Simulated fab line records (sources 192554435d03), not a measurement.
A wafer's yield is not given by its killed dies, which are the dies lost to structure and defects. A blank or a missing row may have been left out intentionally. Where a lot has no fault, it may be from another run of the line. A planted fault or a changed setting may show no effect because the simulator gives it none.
Matching of chambers	flow n5 finfet	N5_FIN_SAQP_PECVD_48 on pecvd-02: 3 sister chambers
The step deposits SiNx from SiH4/NH3/N2, target thk 25 nm, time 22.1 s. 22 wafers are shown with their chamber, then 11 later ones without.

== WAFERS WITH THEIR CHAMBER ==
wafer	chamber	showerhead plenum p Torr (Torr)	heater power w (W)	throttle valve pct (%)
L074.2	2	5.10	677	45.1
L074.3	1	5.27	589	39.3
L074.5	1	5.24	582	39.2
L075.1	1	5.25	637	39.3
L075.3	0	5.09	873	40.2
L075.5	1	5.24	659	39.1
L076.1	0	5.09	912	40.6
L076.4	1	5.24	651	39.3
L076.6	0	5.10	921	40.7
L077.2	0	5.11	799	40.6
L077.5	1	5.26	605	39.2
L077.6	0	5.09	790	40.5
L079.1	0	5.09	926	40.7
L079.2	1	5.24	595	39.2
L079.5	1	5.25	577	39.2
L081.2	0	5.09	891	40.7
L081.4	1	5.26	690	38.9
L081.5	0	5.11	893	40.6
L088.1	2	5.09	618	36.0
L088.2	0	5.09	931	40.8
L088.4	2	5.10	600	35.8
L090.2	0	5.11	879	41.1

SIGNATURES (means of the wafers above)
reading	chamber 0	chamber 1	chamber 2	scatter within a chamber
showerhead plenum p Torr	5.0970	5.2500	5.0967	0.00994
heater power w	881.50	620.56	631.67	45
throttle valve pct	40.650	39.189	38.967	1.73
Rule: for a wafer and a chamber, the distance is found by dividing, reading by reading, the gap between the wafer's reading and the chamber's mean by the reading's scatter, squaring, summing and taking the root. The wafer belongs to the nearest chamber; if the next one is less than 2 further off, it can't be placed. How the scatter is found: for the shown wafers, subtract from each reading the mean of its chamber, square and add these, divide the total by (wafers less chambers), then take the root.

== WAFERS WITH NO CHAMBER GIVEN ==
wafer	showerhead plenum p Torr (Torr)	heater power w (W)	throttle valve pct (%)
L090.3	5.26	671	39.2
L090.4	5.25	684	39.4
L091.3	5.10	929	41.0
L091.4	5.09	628	36.1
L091.6	5.24	620	39.0
L093.4	5.10	736	35.8
L093.5	5.10	913	41.3
L093.6	5.26	652	39.0
L097.1	5.11	678	36.1
L097.3	5.24	619	39.1
L097.5	5.10	809	41.3

== CHAMBER TAKEN BY EACH ==
wafer	from the rows above	in truth
L090.3	1	1
L090.4	1	1
L091.3	0	0
L091.4	2	2
L091.6	1	1
L093.4	can't be placed: 2 or 0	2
L093.5	0	0
L093.6	1	1
L097.1	2	2
L097.3	1	1
L097.5	0	0
Correctly placed: 10 of 11. These rows do not allow placing 1 (true chamber among the candidates in 1). Placed wrongly: 0.
